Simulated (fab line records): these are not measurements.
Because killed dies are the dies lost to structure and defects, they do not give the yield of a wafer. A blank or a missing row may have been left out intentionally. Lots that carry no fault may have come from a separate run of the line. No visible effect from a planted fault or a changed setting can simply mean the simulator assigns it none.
fab line records ; flow n5Finfet ; part 2 of 2: steps 5 to 6 of 6
record: lots: 23; wafers: 69; lastDay: 20
route steps=1938 shown MOL_CONTACT_COAG@617 BEOL_M0_SAQP@652
lots untouched by any fault: they come from a run of this same line in which no faults occurred
startH: the number of hours between the record's first day and the start of the first shown wafer of the lot ; waitH: hours from the lot's prior step to this one ; " as in the row above ; L1.1+2: one row covering several wafers at once ; - no value, or no start was given ; * or withheld: withheld ; < > ~ a bound
route shown NAME@n: a module of which the file shows steps, and the number in the route of the first ; usual: mean and standard deviation over wafers with no fault ; same: alike in all rows ; chamber/n: place in a boat ; sites: per-site readings ; _std_site: their standard deviation ; _edge_site: the outer-site mean with the inner-site mean subtracted ; radiusMm: how far each site lies from the wafer's centre ; mask NAME#n: copy n ; behind: the tool/chamber that last shaped the wafer ; hold: why the lot went on hold/how many hours it stayed there/how the hold came to an end ; device: which transistor (n, p or np) failed to switch ; end of line: the tests these same wafers got at the end of their route ; a step with no rows: only its recipe ; killed: at the first sort, the dies lost to defects and structure; wafer yield is something else ; map: per-die view of a wafer (x killed, . not killed, _ where there is no die)
set.NAME: the setting as run; set.NAME@STEP: as run at that earlier step ; model.NAME: the simulator's own value behind a step, which no gauge read
steps of the route over a sample of lots; a table a step, a row a wafer
services: a tool's chamber out of use, with start hour (startH, from the record's first day; less than 0 if before it), hours out, and reason
== steps ==
step: N5_BEOL_M0_SAQP_DESCUM_19
recipe: chemistry: O2; timeS: 7.9; sourcePowerW: 50; biasPowerW: 20; pressureMtorr: 20; rfFrequencyHz: 2.712e+07; tempC: 40; resist: CAR-ArF; o2FlowSccm: 225
usual: chamberPressureMTorr: 19.998/0.018; drypumpMotorCurrentA: 5.7/0.52; oesProductAu: 0.80/0.065; rfVppV: 243.3/1.3; showerheadPlenumPTorr: 2.10/0.068; throttleValvePct: 20.30/0.19
lot.wafer;tool;chamber;startH;waitH;chamberPressureMTorr;drypumpMotorCurrentA;oesProductAu;rfHoursCounterH;rfVppV;showerheadPlenumPTorr;throttleValvePct
L074.1;rieDiel-05;1;105.89;0.0;19.981;6.0;0.77;131;243.6;2.10;20.14
L074.4;rieDiel-05;3;105.89;0.0;19.991;5.8;0.78;122;245.7;2.20;20.14
L074.6;rieDiel-05;0;105.89;0.0;20.003;5.1;0.78;-;243.9;2.18;20.20
L075.1;rieDiel-05;0;115.20;0.0;19.996;5.0;0.77;144;245.2;2.18;20.22
L075.4;rieDiel-05;1;115.20;0.0;20.043;6.0;0.77;134;243.3;2.10;20.13
L075.5;rieDiel-05;1;115.20;0.0;19.999;6.0;0.76;-;243.7;2.10;20.13
L076.2;rieDiel-06;3;121.44;0.0;19.999;5.8;0.81;87;242.0;2.04;20.59
L076.3;rieDiel-06;0;121.44;0.0;19.981;6.2;0.71;208;243.0;2.07;20.20
L076.5;rieDiel-06;3;121.44;0.0;20.008;5.8;0.82;-;242.2;2.04;20.59
L077.1;rieDiel-06;2;125.81;0.1;20.030;6.6;0.71;225;242.4;2.07;20.67
L077.4;rieDiel-06;3;125.81;0.1;19.983;5.8;0.81;88;241.6;2.04;20.59
L077.5;rieDiel-06;1;125.81;0.1;19.999;5.2;0.83;-;241.0;2.04;20.38
L078.1;rieDiel-02;2;130.27;0.0;19.994;6.1;0.86;47;244.4;2.14;20.45
L078.4;rieDiel-02;1;130.27;0.0;19.996;6.4;0.92;15;246.0;2.24;20.38
L078.6;rieDiel-02;0;130.27;0.0;19.957;5.7;0.83;-;242.7;2.13;20.05
L079.4;rieDiel-02;1;136.06;0.1;20.010;6.4;0.92;16;247.3;2.24;20.36
L079.5;rieDiel-02;2;136.06;0.1;20.008;6.1;0.86;-;243.1;2.14;20.46
L079.6;rieDiel-02;3;136.06;0.1;19.984;4.7;0.85;-;242.4;2.03;20.06
L080.2;rieDiel-02;2;151.47;0.0;19.997;6.1;0.83;51;244.0;2.13;20.46
L080.3;rieDiel-02;3;151.47;0.0;20.013;4.7;0.84;55;242.8;2.03;20.05
L080.6;rieDiel-02;3;151.47;0.0;19.993;4.8;0.84;-;242.9;2.03;20.06
L081.1;rieDiel-06;1;152.23;0.3;19.993;5.2;0.83;82;243.8;2.04;20.40
L081.4;rieDiel-06;0;152.23;0.3;20.030;6.2;0.70;217;241.7;2.07;20.24
L081.5;rieDiel-06;1;152.23;0.3;19.998;5.2;0.83;-;242.4;2.04;20.40
L082.1;rieDiel-05;2;155.12;0.0;20.004;5.3;0.94;22;242.7;2.05;20.19
L082.5;rieDiel-05;1;155.12;0.0;20.000;6.0;0.75;-;242.7;2.10;20.17
L082.6;rieDiel-05;2;155.12;0.0;20.002;5.3;0.93;-;242.4;2.05;20.20
L083.1;rieDiel-05;3;163.29;0.0;19.989;5.8;0.76;138;243.7;2.20;20.15
L083.4;rieDiel-05;0;163.29;0.0;19.998;5.0;0.77;-;243.4;2.18;20.23
L083.6;rieDiel-05;3;163.29;0.0;20.013;5.8;0.77;-;244.0;2.20;20.16
L084.2;rieDiel-06;3;169.17;0.0;19.986;5.8;0.81;100;242.9;2.03;20.60
L084.3;rieDiel-06;1;169.17;0.0;19.998;5.2;0.82;86;242.0;2.04;20.41
L084.5;rieDiel-06;3;169.17;0.0;20.007;5.8;0.80;-;241.4;2.03;20.61
L086.1;rieDiel-02;1;181.39;0.8;19.977;6.4;0.89;29;244.6;2.24;20.39
L086.4;rieDiel-02;1;181.39;0.8;19.993;6.4;0.89;-;245.2;2.24;20.38
L086.5;rieDiel-02;2;181.39;0.8;19.993;6.1;0.84;-;244.7;2.13;20.52
L085.3;rieDiel-06;1;184.99;0.5;19.997;5.2;0.82;90;241.5;2.04;20.39
L085.4;rieDiel-06;3;184.99;0.5;20.005;5.8;0.80;104;240.6;2.03;20.61
L085.5;rieDiel-06;1;184.99;0.5;19.992;5.2;0.82;-;243.0;2.04;20.42
L087.4;rieDiel-02;1;189.96;0.5;19.992;6.4;0.88;33;244.8;2.24;20.37
L087.5;rieDiel-02;2;189.96;0.5;19.997;6.1;0.82;-;242.5;2.13;20.50
L087.6;rieDiel-02;1;189.96;0.5;19.999;6.4;0.88;-;245.6;2.24;20.37
L089.3;rieDiel-06;2;197.86;0.0;19.986;6.6;0.70;239;242.4;2.06;20.66
L089.4;rieDiel-06;1;197.86;0.0;19.984;5.2;0.81;94;242.9;2.03;20.41
L089.6;rieDiel-06;3;197.86;0.0;19.992;5.8;0.80;-;242.3;2.03;20.63
L088.1;rieDiel-05;2;202.01;0.0;19.999;5.3;0.91;35;242.5;2.04;20.21
L088.4;rieDiel-05;1;202.01;0.0;19.996;6.0;0.75;161;242.9;2.09;20.18
L088.6;rieDiel-05;3;202.01;0.0;20.004;5.8;0.75;-;243.7;2.19;20.19
L090.1;rieDiel-05;1;206.18;0.0;19.982;6.0;0.75;163;243.4;2.09;20.19
L090.5;rieDiel-05;3;206.18;0.0;19.987;5.8;0.75;-;243.4;2.19;20.17
L090.6;rieDiel-05;0;206.18;0.0;19.985;5.0;0.76;-;244.4;2.17;20.26
L091.2;rieDiel-05;3;211.57;0.1;20.000;5.8;0.75;155;245.7;2.19;20.17
L091.3;rieDiel-05;1;211.57;0.1;19.987;6.0;0.74;165;244.2;2.09;20.19
L091.4;rieDiel-05;2;211.57;0.1;19.976;5.3;0.90;38;243.6;2.04;20.22
L092.2;rieDiel-02;3;216.55;0.0;19.997;4.8;0.82;72;241.4;2.02;20.08
L092.4;rieDiel-02;2;216.55;0.0;20.024;6.1;0.82;76;244.4;2.13;20.51
L092.5;rieDiel-02;0;216.55;0.0;19.998;5.7;0.80;-;244.0;2.12;20.08
L093.2;rieDiel-05;3;223.08;0.0;20.005;5.8;0.74;158;242.6;2.19;20.20
L093.3;rieDiel-05;1;223.08;0.0;20.020;6.0;0.74;168;242.8;2.09;20.17
L093.4;rieDiel-05;0;223.08;0.0;20.002;5.0;0.75;172;243.9;2.17;20.23
L094.2;rieDiel-05;1;226.44;0.0;20.027;6.0;0.73;169;243.0;2.09;20.18
L094.4;rieDiel-05;2;226.44;0.0;19.979;5.3;0.89;42;242.1;2.04;20.23
L094.5;rieDiel-05;2;226.44;0.0;20.004;5.3;0.89;-;242.7;2.04;20.21
L096.2;rieDiel-06;0;242.46;0.0;19.981;6.2;0.68;243;243.1;2.06;20.27
L096.4;rieDiel-06;0;242.46;0.0;19.998;6.2;0.69;-;241.0;2.06;20.28
L096.6;rieDiel-06;1;242.46;0.0;20.009;5.2;0.80;-;240.8;2.03;20.44
L097.1;rieDiel-06;0;265.76;0.0;20.004;6.2;0.68;252;241.5;2.06;20.28
L097.2;rieDiel-06;3;265.76;0.0;20.038;5.8;0.77;130;243.0;2.02;20.64
L097.5;rieDiel-06;0;265.76;0.0;19.990;6.2;0.68;-;243.1;2.06;20.28
step: N5_BEOL_M0_SAQP_OVL_MEAS_41
recipe: pointsPerWafer: 522
usual: M0_CUT1_OVL: 0.1/0.63
lot.wafer;tool;chamber;startH;waitH;M0_CUT1_OVL[nm]
L074.1;overlay-01;0;110.75;0.0;-0.9
L074.4;overlay-01;0;110.75;0.0;-1.3
L074.6;overlay-01;0;110.75;0.0;-0.5
L075.1;overlay-01;0;119.39;0.0;0.9
L075.4;overlay-01;0;119.39;0.0;0.5
L075.5;overlay-01;0;119.39;0.0;0.5
L076.2;overlay-01;0;125.36;0.0;-0.2
L076.3;overlay-01;0;125.36;0.0;0.0
L076.5;overlay-01;0;125.36;0.0;-0.8
L077.1;overlay-01;0;129.46;0.0;0.5
L077.4;overlay-01;0;129.46;0.0;0.6
L077.5;overlay-01;0;129.46;0.0;-0.1
L078.1;overlay-02;0;134.23;0.0;0.2
L078.4;overlay-02;0;134.23;0.0;-0.2
L078.6;overlay-02;0;134.23;0.0;1.0
L079.4;overlay-01;0;140.45;0.0;-0.4
L079.5;overlay-01;0;140.45;0.0;-1.2
L079.6;overlay-01;0;140.45;0.0;-0.5
L080.2;overlay-01;0;155.30;0.0;0.1
L080.3;overlay-01;0;155.30;0.0;0.4
L080.6;overlay-01;0;155.30;0.0;0.5
L081.1;overlay-02;0;156.34;0.0;-0.9
L081.4;overlay-02;0;156.34;0.0;-0.1
L081.5;overlay-02;0;156.34;0.0;-1.3
L082.1;overlay-01;0;160.29;0.0;0.7
L082.5;overlay-01;0;160.29;0.0;0.9
L082.6;overlay-01;0;160.29;0.0;-0.3
L083.1;overlay-02;0;167.07;0.0;-0.2
L083.4;overlay-02;0;167.07;0.0;0.2
L083.6;overlay-02;0;167.07;0.0;0.7
L084.2;overlay-01;0;172.84;0.0;-0.2
L084.3;overlay-01;0;172.84;0.0;0.4
L084.5;overlay-01;0;172.84;0.0;0.7
L086.1;overlay-02;0;185.55;0.0;0.0
L086.4;overlay-02;0;185.55;0.0;0.2
L086.5;overlay-02;0;185.55;0.0;-0.8
L085.3;overlay-01;0;189.56;0.0;0.4
L085.4;overlay-01;0;189.56;0.0;0.5
L085.5;overlay-01;0;189.56;0.0;-0.3
L087.4;overlay-01;0;194.29;0.0;0.7
L087.5;overlay-01;0;194.29;0.0;0.8
L087.6;overlay-01;0;194.29;0.0;0.7
L089.3;overlay-01;0;201.85;0.0;-0.7
L089.4;overlay-01;0;201.85;0.0;-0.5
L089.6;overlay-01;0;201.85;0.0;-0.7
L088.1;overlay-02;0;206.37;0.0;0.4
L088.4;overlay-02;0;206.37;0.0;0.1
L088.6;overlay-02;0;206.37;0.0;0.3
L090.1;overlay-01;0;210.23;0.0;0.6
L090.5;overlay-01;0;210.23;0.0;0.4
L090.6;overlay-01;0;210.23;0.0;0.7
L091.2;overlay-01;0;215.35;0.0;0.5
L091.3;overlay-01;0;215.35;0.0;-0.3
L091.4;overlay-01;0;215.35;0.0;1.2
L092.2;overlay-02;0;226.01;0.0;-0.1
L092.4;overlay-02;0;226.01;0.0;0.3
L092.5;overlay-02;0;226.01;0.0;0.1
L093.2;overlay-02;0;226.94;0.0;0.1
L093.3;overlay-02;0;226.94;0.0;0.2
L093.4;overlay-02;0;226.94;0.0;-0.5
L094.2;overlay-02;0;230.89;0.0;1.8
L094.4;overlay-02;0;230.89;0.0;0.9
L094.5;overlay-02;0;230.89;0.0;0.8
L096.2;overlay-02;0;247.23;0.0;-0.5
L096.4;overlay-02;0;247.23;0.0;0.4
L096.6;overlay-02;0;247.23;0.0;-0.7
L097.1;overlay-01;0;269.49;0.0;0.5
L097.2;overlay-01;0;269.49;0.0;0.0
L097.5;overlay-01;0;269.49;0.0;-0.3
== services ==
tool;chamber;startH;hours;kind
cmp-01;-;82.43;4.0;pm
rieDiel-02;0;96.26;6.7;repair
rieDiel-02;-;97.17;0.2;repair
cmp-01;-;101.41;0.6;repair
rieDiel-04;3;103.26;4.3;repair
rieDiel-02;-;112.60;2.8;pm
rieDiel-06;2;128.81;12.8;repair
rieDiel-01;-;129.43;10.9;repair
rieDiel-04;3;138.33;9.4;repair
cmp-04;-;139.07;3.9;pm
cmp-01;-;143.46;4.0;pm
rieDiel-06;-;143.51;0.7;repair
rieDiel-01;2;143.52;8.2;repair
cmp-04;-;148.99;0.9;repair
cmp-02;-;167.59;0.3;repair
rieDiel-02;3;173.20;15.3;repair
rieDiel-02;0;191.16;13.6;repair
cmp-04;-;216.84;2.2;repair
cmp-04;-;233.82;0.3;repair
cmp-01;-;240.51;0.3;repair
cmp-02;-;255.37;4.0;pm
cmp-04;-;264.04;5.4;repair
rieDiel-01;0;264.71;3.7;repair
cmp-01;-;265.45;0.5;repair
